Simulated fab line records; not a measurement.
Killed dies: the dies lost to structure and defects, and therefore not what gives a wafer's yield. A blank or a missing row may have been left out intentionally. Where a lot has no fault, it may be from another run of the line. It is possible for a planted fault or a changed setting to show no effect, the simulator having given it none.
Matching of chambers | flow n5_finfet | ald_metal-03 running N5_BEOL_M7_ALD_77: 4 sister chambers
The step deposits TaN, target thk 2 nm, pulse time 2 s, purge time 3 s. 14 wafers are shown with their chamber, then 7 later ones without.

## EACH WAFER AND ITS CHAMBER
wafer  | chamber | heater_power_w (W) | precursor_vessel_carrier_sccm (sccm)
L078.2 | 3       | 418                | 1006
L078.3 | 0       | 509                | 998
L078.4 | 2       | 376                | 999
L079.1 | 1       | 426                | 1005
L079.2 | 2       | 367                | 998
L079.6 | 2       | 360                | 1002
L081.1 | 0       | 493                | 1003
L081.3 | 1       | 432                | 1006
L081.6 | 0       | 496                | 1004
L088.1 | 1       | 435                | 1000
L088.5 | 1       | 422                | 1003
L088.6 | 2       | 371                | 998
L093.2 | 1       | 426                | 1000
L093.3 | 3       | 417                | 999

SIGNATURES, as means of the wafers listed above
reading                       | chamber 0 | chamber 1 | chamber 2 | chamber 3 | scatter within a chamber
heater_power_w                | 499.33    | 428.20    | 368.50    | 417.50    | 6.25
precursor_vessel_carrier_sccm | 1001.67   | 1002.80   | 999.25    | 1002.50   | 2.94
Rule: a wafer lies at a distance from a chamber equal to the root of the sum of squares, over the readings, of (its reading less the chamber's mean, divided by the reading's scatter). The wafer belongs to the nearest chamber; if the next one is less than 2 further off, it can't be placed. The scatter is the square root of a quotient: the sum, over the shown wafers, of each reading's squared deviation from its chamber's mean, divided by wafers minus chambers.

## WAFERS MISSING THEIR CHAMBER
wafer  | heater_power_w (W) | precursor_vessel_carrier_sccm (sccm)
L093.4 | 360                | 999
L092.1 | 483                | 999
L092.2 | 374                | 1005
L092.4 | 409                | 999
L094.3 | 370                | 1000
L094.4 | 421                | 998
L094.6 | 495                | 999

## WHICH CHAMBER EACH WENT THROUGH
wafer  | from the rows above     | in truth
L093.4 | 2                       | 2
L092.1 | 0                       | 0
L092.2 | 2                       | 2
L092.4 | can't be placed: 3 or 1 | 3
L094.3 | 2                       | 2
L094.4 | can't be placed: 3 or 1 | 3
L094.6 | 0                       | 0
Correctly placed: 5 of 7. Can't be placed from these rows: 2 (the true chamber is among the candidates in 2). Wrongly placed: 0.
